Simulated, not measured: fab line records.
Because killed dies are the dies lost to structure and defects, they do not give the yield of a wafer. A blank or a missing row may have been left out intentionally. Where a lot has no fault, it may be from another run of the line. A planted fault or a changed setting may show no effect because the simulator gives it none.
Comparing a struck lot with a sound one | flow nand-harc | 35 out of 1302 route steps
Sound: these wafers, L631.1, L631.3, L631.5. Struck: wafers L633.2, L633.4, L633.6. Last of all comes the cause.
For every step that has rows: the tool of each side, followed by ch and its chambers, followed by its first start. Under that, the readings that differ: sound wafers | struck wafers | difference of the means | sigmas: that difference in standard deviations of wafers without a fault.
alike: readings with means less than 2 such deviations apart, plus words and numbers identical on both sides. not compared: withheld readings, readings lacking a value on some wafer, bounds such as >300 that could conceal the same value, and numbers that have no deviation in the record and whose values overlap.
Wherever a step has rows on one side only, a row that says differs or no value, or a row with sigmas, the two part there. When numbers do not overlap yet have no deviation, they are printed without sigmas and do not part them. A reading that every wafer of one side lacks parts them only if that side has two wafers or more.

first, 7 steps without rows for these wafers: NHARC_P_STI_DEVELOP_08 (time 50 s); NHARC_P_STI_HARDBAKE_13 (time 65 s); NHARC_P_STI_DESCUM_14 (chemistry O2, time 3 s); NHARC_P_STI_ETCH_42 (etches the open film in N2/H2, target depth 80 nm, overetch 24 nm, time 61 s); NHARC_P_STI_ETCH_31 (etches the open film in CF4/CHF3, target depth 108.9 nm, time 54.5 s); NHARC_P_STI_ETCH_15 (etches the open film in HBr/Cl2, target depth 300 nm, time 100.1 s); NHARC_P_STI_STRIP_19 (strips in SPM, time 900 s).
NHARC_P_STI_PRECLEAN_32: cleans in SC1.
  sound on wet-bench-09 ch 1,2,5, day 7 01:47; struck on wet-bench-09 ch 4,5,7, day 7 19:41
  alike: h2o2-flow-mL-min
then, 25 steps without rows for these wafers: NHARC_P_STI_SRD_23; NHARC_P_STI_OXIDE_33 (material SiO2, target thk 10 nm, ox time 281 s); NHARC_P_STI_HDPCVD_20 (deposits SiO2); NHARC_P_STI_ANNEAL_34 (time 1800 s); NHARC_P_STI_CMP_21 (polishes, t overpolish 20 s, target thk 380.67 nm); NHARC_P_STI_SRD_35; NHARC_P_STI_ETCH_36 (etches SiO2 in dHF, target depth 38.8 nm); NHARC_P_STI_STRIP_24 (strips Si3N4 in H3PO4); NHARC_P_STI_ETCH_37 (etches SiO2 in dHF, target depth 11 nm); NHARC_P_STI_PRECLEAN_38 (cleans in SC1); NHARC_P_STI_SRD_39; NHARC_P_STI_OXIDE_40 (material SiO2, target thk 10 nm, ox time 1362 s); NHARC_P_GATE_ETCH_69 (etches SiO2 in dHF, target depth 14 nm); NHARC_P_GATE_PRECLEAN_70 (cleans in SC1); NHARC_P_GATE_SRD_01; NHARC_P_GATE_OXIDE_02 (material SiO2, target thk 37.5 nm, ox time 365 s); NHARC_P_GATE_DEHYDRATE_03 (time 120 s); NHARC_P_GATE_HMDS_04 (time 30 s); NHARC_P_GATE_COAT_05; NHARC_P_GATE_SOFTBAKE_06 (time 95 s); NHARC_P_GATE_EBR_07; NHARC_P_GATE_EXPOSE_08 (exposes mask P HV); NHARC_P_GATE_PEB_09 (peb time 85 s); NHARC_P_GATE_DEVELOP_10 (time 70 s); NHARC_P_GATE_HARDBAKE_12 (time 80 s).
-- jump in the record: it breaks off in module P_GATE and resumes in module END (first step shown: number 1301 of the route), and 21 days separate the struck wafers' starts before and after --
NHARC_END_WLT_00:
  sound on prober-02, day 27 22:11; struck on prober-02, day 29 05:32
  reading                           | sound             | struck            | difference | sigmas
  VT_DECK1_BOTTOM                   | 0.880 0.874 0.870 | 0.920 0.928 0.931 | +0.052     | +8
  VT_DECK1_BOTTOM_INNER             | 0.878 0.877 0.875 | 0.919 0.926 0.928 | +0.048     | +7
  VT_DECK1_MEDIAN_NEAR_BOTTOM       | 0.872 0.872 0.873 | 0.917 0.930 0.924 | +0.051     | +7
  VT_DECK1_MEDIAN_NEAR_BOTTOM_INNER | 0.885 0.878 0.872 | 0.922 0.931 0.932 | +0.050     | +7
  VT_DECK1_MIDDLE                   | 0.884 0.884 0.884 | 0.938 0.943 0.941 | +0.057     | +8
  VT_DECK1_MIDDLE_INNER             | 0.883 0.891 0.877 | 0.948 0.937 0.945 | +0.060     | +9
  VT_DECK1_TOP                      | 0.901 0.896 0.893 | 0.953 0.956 0.952 | +0.057     | +8
  VT_DECK1_TOP_INNER                | 0.892 0.902 0.898 | 0.959 0.960 0.947 | +0.058     | +8
  VT_DECK2_BOTTOM                   | 0.872 0.865 0.874 | 0.927 0.930 0.932 | +0.059     | +9
  VT_DECK2_BOTTOM_INNER             | 0.859 0.870 0.866 | 0.932 0.919 0.928 | +0.061     | +10
  VT_DECK2_MEDIAN_NEAR_BOTTOM       | 0.867 0.871 0.870 | 0.936 0.921 0.931 | +0.060     | +9
  VT_DECK2_MEDIAN_NEAR_BOTTOM_INNER | 0.867 0.868 0.867 | 0.922 0.926 0.937 | +0.061     | +10
  VT_DECK2_MIDDLE                   | 0.875 0.885 0.875 | 0.942 0.944 0.943 | +0.065     | +10
  VT_DECK2_MIDDLE_INNER             | 0.877 0.886 0.878 | 0.944 0.948 0.938 | +0.063     | +12
  VT_DECK2_TOP                      | 0.901 0.894 0.895 | 0.959 0.952 0.962 | +0.061     | +9
  VT_DECK2_TOP_INNER                | 0.896 0.888 0.895 | 0.944 0.957 0.954 | +0.059     | +9
  not compared: hold
NHARC_END_SORT_01:
  only the struck wafers appear in the record here, on prober-02 ch 0 at day 29 10:12; the sound ones have no rows

== WHERE THEY PART ==
Earliest at NHARC_END_WLT_00; latest, in this record, at NHARC_END_SORT_01.

WHY: what had been put in by the simulator
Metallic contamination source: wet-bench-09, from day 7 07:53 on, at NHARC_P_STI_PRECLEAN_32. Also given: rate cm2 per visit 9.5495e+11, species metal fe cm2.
